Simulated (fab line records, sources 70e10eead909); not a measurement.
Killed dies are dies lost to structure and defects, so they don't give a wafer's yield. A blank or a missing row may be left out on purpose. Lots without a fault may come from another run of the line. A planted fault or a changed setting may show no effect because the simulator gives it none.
Which tool did it? | flow nand_harc | 13 lots, 39 wafers sampled, at 6 steps of a route of 1302

WHAT THE GAUGES READ, wafer by wafer
NHARC_P_GATE_OVL_MEAS_27. Usual: overlay_x_nm 0.2 nm, standard deviation 0.84; overlay_y_nm 0.0 nm, standard deviation 0.76.
lot  | measured     | on         | overlay_x_nm (nm) | overlay_y_nm (nm) | flag
L773 | day 5 00:26  | overlay-02 | -1.0 -1.3 -1.1    | -0.2 0.3 0.3      |
L774 | day 5 16:52  | overlay-01 | -0.5 0.4 -0.3     | 0.5 0.7 0.5       |
L776 | day 6 06:11  | overlay-02 | -0.5 -0.7 -0.5    | 0.9 0.5 0.8       |
L777 | day 6 15:09  | overlay-01 | -0.3 -0.2 0.2     | -1.4 -0.5 -2.0    |
L778 | day 6 20:53  | overlay-01 | -0.6 -1.8 -1.0    | 1.6 1.2 1.0       |
L779 | day 7 13:19  | overlay-01 | -0.9 -0.6 -0.8    | 0.4 -0.5 -0.2     |
L780 | day 7 21:53  | overlay-02 | 0.3 0.2 0.8       | -0.4 0.2 -0.6     |
L781 | day 8 14:09  | overlay-01 | -0.3 -0.4 -0.4    | -0.6 -0.6 -0.6    |
L786 | day 10 07:38 | overlay-02 | 1.0 0.6 1.1       | -0.2 -0.7 -0.2    |
L793 | day 13 12:17 | overlay-01 | -0.2 -0.5 -0.8    | 0.0 0.6 0.0       |
L794 | day 13 16:30 | overlay-01 | 0.7 0.6 0.2       | -1.1 -0.9 -0.8    |
L795 | day 14 08:41 | overlay-02 | 0.2 0.8 0.3       | 0.3 -0.1 0.2      |
L796 | day 14 09:26 | overlay-01 | 0.3 -0.1 -0.2     | 1.3 1.0 1.5       |

NHARC_P_GATE_CD_MEAS_59: target cd 720 nm. Usual: cd_nm 720.2 nm, standard deviation 1.3.
lot  | measured     | on        | cd_nm (nm)        | flag
L773 | day 5 14:19  | cd_sem-01 | 719.9 719.6 719.8 |
L774 | day 6 06:18  | cd_sem-01 | 723.0 723.9 721.8 |
L776 | day 6 19:45  | cd_sem-02 | 721.9 721.1 721.3 |
L777 | day 7 04:55  | cd_sem-03 | 719.6 719.1 720.9 |
L778 | day 7 10:52  | cd_sem-01 | 721.6 721.0 720.5 |
L779 | day 8 02:51  | cd_sem-02 | 720.6 722.2 721.4 |
L780 | day 8 11:36  | cd_sem-01 | 719.3 719.4 718.3 |
L781 | day 9 03:52  | cd_sem-03 | 720.5 720.4 720.7 |
L786 | day 10 21:20 | cd_sem-03 | - - -             | OFF
L793 | day 14 02:06 | cd_sem-03 | 721.0 719.8 720.7 |
L794 | day 14 06:09 | cd_sem-01 | 720.5 719.3 718.6 |
L795 | day 14 22:15 | cd_sem-03 | 717.6 718.9 720.1 |
L796 | day 14 23:08 | cd_sem-02 | 718.9 721.0 719.2 |

NHARC_END_SORT_01. Usual: killed_at_array 62, standard deviation 16; killed_at_other 0.8, standard deviation 1.1; killed_at_periphery 4, standard deviation 3.2; killed_dies 67, standard deviation 16; killed_open 3.5, standard deviation 1.9; killed_short 2.1, standard deviation 1.5.
lot  | measured     | on        | killed_at_array | killed_at_other | killed_at_periphery | killed_dies | killed_open | killed_short | flag
L777 | day 25 18:08 | prober-01 | 85 87 86        | 0 0 0           | 4 5 3               | 89 92 89    | 3 6 8       | 2 0 3        |
L780 | day 27 07:16 | prober-02 | 86 82 76        | 1 2 0           | 0 5 3               | 87 89 79    | 4 3 4       | 3 1 1        |
L781 | day 28 01:11 | prober-01 | 58 57 55        | 0 0 0           | 16 14 6             | 74 71 61    | 3 6 3       | 5 5 2        |
L786 | day 29 10:23 | prober-02 | 46 58 46        | 0 0 0           | 631 619 631         | 677 677 677 | 5 4 2       | 2 1 0        | OFF

WHICH TOOL RAN EACH LOT (tool, then ch and the chambers of the sampled wafers, then the start)
lot  | NHARC_P_GATE_ALD_36               | NHARC_P_GATE_EXPOSE_56            | NHARC_P_GATE_STRIP_76
L773 | ald_sin-03 ch 0,1,2, day 5 02:52  | krf_scanner-04 ch 0, day 5 14:10  | plasma_asher-02 ch 0,1, day 5 15:07
L774 | ald_sin-04 ch 0,2,3, day 5 18:13  | krf_scanner-02 ch 0, day 6 06:08  | plasma_asher-02 ch 0,1, day 6 07:05
L776 | ald_sin-03 ch 0,2, day 6 07:32    | krf_scanner-02 ch 0, day 6 19:35  | plasma_asher-02 ch 0,1, day 6 20:38
L777 | ald_sin-04 ch 0,2,3, day 6 17:34  | krf_scanner-02 ch 0, day 7 04:46  | plasma_asher-02 ch 0,1, day 7 05:43
L778 | ald_sin-01 ch 1,2, day 6 22:15    | krf_scanner-04 ch 0, day 7 10:43  | plasma_asher-02 ch 0, day 7 11:46
L779 | ald_sin-03 ch 0,3, day 7 15:44    | krf_scanner-04 ch 0, day 8 02:41  | plasma_asher-02 ch 0,1, day 8 03:38
L780 | ald_sin-04 ch 0,3, day 7 23:17    | krf_scanner-03 ch 0, day 8 11:27  | plasma_asher-01 ch 0,1, day 8 12:25
L781 | ald_sin-01 ch 0,2, day 8 15:30    | krf_scanner-02 ch 0, day 9 03:43  | plasma_asher-02 ch 0,1, day 9 04:40
L786 | ald_sin-04 ch 0,1,3, day 10 11:07 | krf_scanner-04 ch 0, day 10 21:10 | plasma_asher-02 ch 0,1, day 10 22:07
L793 | ald_sin-01 ch 0,1,3, day 13 15:51 | krf_scanner-04 ch 0, day 14 01:57 | plasma_asher-02 ch 0,1, day 14 02:54
L794 | ald_sin-03 ch 0,1,2, day 13 17:51 | krf_scanner-04 ch 0, day 14 06:00 | plasma_asher-02 ch 0,1, day 14 06:57
L795 | ald_sin-04 ch 1,2, day 14 11:07   | krf_scanner-04 ch 0, day 14 22:06 | plasma_asher-02 ch 0,1, day 14 23:39
L796 | ald_sin-01 ch 0,2, day 14 10:47   | krf_scanner-02 ch 0, day 14 22:59 | plasma_asher-01 ch 0,1, day 15 00:22
- NHARC_P_GATE_ALD_36: deposits SiNx, target thk 20 nm, pulse time 60 s, ald cycles 223.
- NHARC_P_GATE_EXPOSE_56: exposes mask P PSD, target cd 720 nm.
- NHARC_P_GATE_STRIP_76: strips in O2.

WHAT THE TOOLS THEMSELVES READ (means of the sampled wafers that have a number; where no wafer has one, the mark that the record gives instead)
NHARC_P_GATE_ALD_36. Usual: heater_power_w 841 W, standard deviation 85; precursor_pulse_height_rel 1.003, standard deviation 0.021.
lot  | tool       | heater_power_w (W) | precursor_pulse_height_rel | flag
L773 | ald_sin-03 | 764                | 1.024                      |
L774 | ald_sin-04 | 852                | 1.005                      |
L776 | ald_sin-03 | 732                | 1.013                      |
L777 | ald_sin-04 | 845                | 0.997                      |
L778 | ald_sin-01 | 888                | 0.990                      |
L779 | ald_sin-03 | 685                | 1.004                      |
L780 | ald_sin-04 | 851                | 1.000                      |
L781 | ald_sin-01 | 873                | 0.997                      |
L786 | ald_sin-04 | 892                | 1.000                      |
L793 | ald_sin-01 | 823                | 1.001                      |
L794 | ald_sin-03 | 773                | 1.019                      |
L795 | ald_sin-04 | 839                | 0.987                      |
L796 | ald_sin-01 | 848                | 0.982                      |

NHARC_P_GATE_STRIP_76. Usual: drypump_motor_current_A 5.5 A, standard deviation 0.49; heater_power_w 339 W, standard deviation 20.
lot  | tool            | drypump_motor_current_A (A) | heater_power_w (W) | flag
L773 | plasma_asher-02 | 5.1                         | 346                |
L774 | plasma_asher-02 | 5.1                         | 344                |
L776 | plasma_asher-02 | 5.5                         | 355                |
L777 | plasma_asher-02 | 5.1                         | 348                |
L778 | plasma_asher-02 | 4.8                         | 344                |
L779 | plasma_asher-02 | 5.5                         | 348                |
L780 | plasma_asher-01 | 5.9                         | 313                |
L781 | plasma_asher-02 | 5.1                         | 349                |
L786 | plasma_asher-02 | 5.4                         | 358                |
L793 | plasma_asher-02 | 5.4                         | 346                |
L794 | plasma_asher-02 | 5.1                         | 343                |
L795 | plasma_asher-02 | 5.4                         | 349                |
L796 | plasma_asher-01 | 5.9                         | 313                |

THE ANSWER, worked out from the rows above alone
Rule: a lot is off if the mean of its wafers that have a number lies more than 3 standard deviations from the usual mean. A lot without any number at a reading at which 4 lots or more have one is off too. The other lots that the step has rows for count as sound. The gauges are gone through in route order, then the tools' own readings, and for those a lot's mean is taken as printed above. The first step at which some lot is off is used, and at that step the reading that is off furthest; a lot without a number counts as furthest.
Off: L786, at NHARC_P_GATE_CD_MEAS_59 (cd_nm). Without a number there: L786.
A tool fits if, at a process step before that reading, it ran every lot that is off, and no sound lot after the first of them. The gauges at NHARC_P_GATE_CD_MEAS_59 aren't tried: what is off there is off at NHARC_END_SORT_01 too, on other tools, and a gauge's error can't cause that. None of those tried fits.

WHAT THE SIMULATOR HAD PUT IN
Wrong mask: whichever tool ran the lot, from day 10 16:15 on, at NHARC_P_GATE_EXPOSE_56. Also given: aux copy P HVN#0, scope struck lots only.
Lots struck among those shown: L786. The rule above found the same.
